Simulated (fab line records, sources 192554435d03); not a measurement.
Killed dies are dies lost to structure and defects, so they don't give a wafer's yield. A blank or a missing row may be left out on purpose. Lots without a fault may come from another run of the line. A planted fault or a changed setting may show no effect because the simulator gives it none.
Chamber matching | flow n5_finfet | N5_BEOL_M6_ETCH_66 on rie_diel-04: 4 sister chambers
The step etches SOC in N2/H2, target depth 80 nm, overetch 16 nm, time 120 s. 8 wafers are shown with their chamber, then 8 later ones without.

WAFERS WITH THEIR CHAMBER
wafer  | chamber | showerhead_plenum_p_Torr (Torr) | drypump_motor_current_A (A)
L082.4 | 3       | 2.42                            | 5.5
L082.5 | 1       | 2.42                            | 6.2
L085.2 | 3       | 2.41                            | 5.5
L085.4 | 1       | 2.42                            | 6.1
L088.1 | 2       | 2.56                            | 5.6
L088.2 | 0       | 2.55                            | 5.8
L088.6 | 0       | 2.55                            | 5.8
L091.1 | 2       | 2.56                            | 5.6

WAFERS WITHOUT THEIR CHAMBER
wafer  | showerhead_plenum_p_Torr (Torr) | drypump_motor_current_A (A)
L091.4 | 2.41                            | 5.5
L091.5 | 2.41                            | 5.5
L090.1 | 2.41                            | 6.1
L090.3 | 2.41                            | 5.5
L090.5 | 2.40                            | 5.5
L097.1 | 2.40                            | 6.2
L097.4 | 2.54                            | 5.8
L097.6 | 2.40                            | 6.1

WHICH CHAMBER EACH WENT THROUGH
wafer  | from the rows above | in truth
L091.4 | 3                   | 3
L091.5 | 3                   | 3
L090.1 | 1                   | 1
L090.3 | 3                   | 3
L090.5 | 3                   | 3
L097.1 | 1                   | 1
L097.4 | 0                   | 0
L097.6 | 1                   | 1
Placed correctly: 8 of 8. Can't be placed from these rows: 0. Placed wrongly: 0.
How it was worked out, from the rows above alone: a wafer's distance from a chamber is the root of the sum, over the readings, of the square of ((its reading less the chamber's mean) divided by the reading's scatter). The wafer belongs to the nearest chamber; if the next one is less than 2 further off, it can't be placed. A chamber's mean is the mean of its shown wafers. The scatter: the root of (the sum of the squares of (reading less its chamber's mean) over the shown wafers, divided by (wafers less chambers)).
